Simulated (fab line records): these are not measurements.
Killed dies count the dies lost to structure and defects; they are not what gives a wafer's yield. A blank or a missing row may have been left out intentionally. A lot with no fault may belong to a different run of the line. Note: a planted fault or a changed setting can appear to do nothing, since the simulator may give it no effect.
Split-lot trial -- flow n5_finfet -- on a route of 1938 steps: 7 lots, 39 wafers read

## ON THE SPLIT
At N5_BEOL_M0_SAQP_DESCUM_45 (chemistry O2, time 7 s), the setting time_s was moved away from the recipe's 7 s on 9 of the 39 wafers read, by -26.7% to +32.2%. For the rest of the wafers, this setting stayed at what the recipe calls for.

Reading taken at the split's own step.

## THE READING
CAR-EUV_of_BEOL_M0_SAQP_COAT_34.thk_nm (the simulator's own value, which no gauge read), in nm, at N5_BEOL_M0_SAQP_DESCUM_45 (chemistry O2, time 7 s). There is no usual value for it anywhere in the file. Average 26.0 nm, standard deviation 0.1 nm, over the 30 wafers here run with the recipe.

wafer,"tool, chamber at the split","time_s as run, s",against the recipe,"CAR-EUV_of_BEOL_M0_SAQP_COAT_34.thk_nm, nm",against lot-mates on the recipe
L074.1,"rie_diel-06, 3,3,0,2",7,recipe,26,-
L074.4,"rie_diel-06, 3,3,0,2",7,recipe,26,-
L074.5,"rie_diel-06, 3,3,0,2",7,recipe,26,-
L074.6,"rie_diel-06, 3,3,0,2",7,recipe,26,-
L074.2,"rie_diel-06, 0,2",7,recipe,26.2,-
L074.3,"rie_diel-06, 0,2",7,recipe,26.2,-
L078.1,"rie_diel-02, 3,2,3",5.128,-26.7%,27,+0.9
L078.3,"rie_diel-02, 3,2,3",5.128,-26.7%,27,+0.9
L078.4,"rie_diel-02, 3,2,3",5.128,-26.7%,27,+0.9
L078.2,"rie_diel-02, 0,2",7,recipe,26,-
L078.5,"rie_diel-02, 0,2",7,recipe,26,-
L078.6,"rie_diel-02, 0",7,recipe,26.2,-
L081.1,"rie_diel-05, 2",7,recipe,25.8,-
L081.2,"rie_diel-05, 0,1",8.206,+17.2%,25.4,-0.5
L081.3,"rie_diel-05, 0,1",8.206,+17.2%,25.4,-0.5
L081.4,"rie_diel-05, 3",7,recipe,26,-
L081.6,"rie_diel-05, 3",7,recipe,26,-
L081.5,"rie_diel-05, 0",8.206,+17.2%,25.2,-0.7
L082.1,"rie_diel-05, 3,0,2,0,1",7,recipe,26,-
L082.3,"rie_diel-05, 3,0,2,0,1",7,recipe,26,-
L082.4,"rie_diel-05, 3,0,2,0,1",7,recipe,26,-
L082.5,"rie_diel-05, 3,0,2,0,1",7,recipe,26,-
L082.6,"rie_diel-05, 3,0,2,0,1",7,recipe,26,-
L082.2,"rie_diel-05, 1",7,recipe,25.8,-
L083.1,"rie_diel-06, 3",7,recipe,26.2,-
L083.5,"rie_diel-06, 3",7,recipe,26.2,-
L083.2,"rie_diel-06, 2,1,0,0",7,recipe,26,-
L083.3,"rie_diel-06, 2,1,0,0",7,recipe,26,-
L083.4,"rie_diel-06, 2,1,0,0",7,recipe,26,-
L083.6,"rie_diel-06, 2,1,0,0",7,recipe,26,-
L084.1,"rie_diel-06, 3",9.252,+32.2%,25,-1.1
L084.2,"rie_diel-06, 2,0",9.252,+32.2%,24.8,-1.3
L084.3,"rie_diel-06, 2,0",9.252,+32.2%,24.8,-1.3
L084.4,"rie_diel-06, 1",7,recipe,26,-
L084.5,"rie_diel-06, 0,3",7,recipe,26.2,-
L084.6,"rie_diel-06, 0,3",7,recipe,26.2,-
L095.1,"rie_diel-05, 1,2,2",7,recipe,26,-
L095.3,"rie_diel-05, 1,2,2",7,recipe,26,-
L095.5,"rie_diel-05, 1,2,2",7,recipe,26,-
Rows listing several chambers each stand for several wafers; the file does not say which wafer went through which chamber.

THE FIT
A straight line over all 39 wafers: CAR-EUV_of_BEOL_M0_SAQP_COAT_34.thk_nm changes by -0.0368 nm for each +1% of time_s; r = -0.98; the points scatter about the line by 0.1 nm.
The same after taking each lot's own level away (the mean of its wafers on the recipe; 39 wafers): -0.0371 nm for each +1%; r = -0.98; scatter 0.09 nm.
The reading moves by 1.2 nm for the largest change in time_s, on that fit.
Measured against the standard deviation above, the lots' own levels, which go from 25.93 to 26.13 nm, span 1.9 times it.
Hence the lot-to-lot level has little effect on the slope; both slopes agree.
Check: -1.21 nm against its lot-mates is what the line predicts for one of the wafers moved furthest among these (+32.2%) when that wafer is left out of the fit. It came out at -1.13 nm against them.

## OTHER SPLITS APPLIED TO THESE WAFERS
Before the reading, these wafers also passed through other splits. Each is held against what the fit with the lots' levels taken away leaves over:
other split on the same wafers,wafers away from the commonest value,r with CAR-EUV_of_BEOL_M0_SAQP_COAT_34.thk_nm (lot level and that fit taken away)
N5_SD_EPI_P_ETCHBACK_46 target_depth_a,18,+0.16

## FILE'S OWN FIT
CAR-EUV_of_BEOL_M0_SAQP_COAT_34.thk_nm changes by -0.0372 nm for each +1% of time_s, r = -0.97.
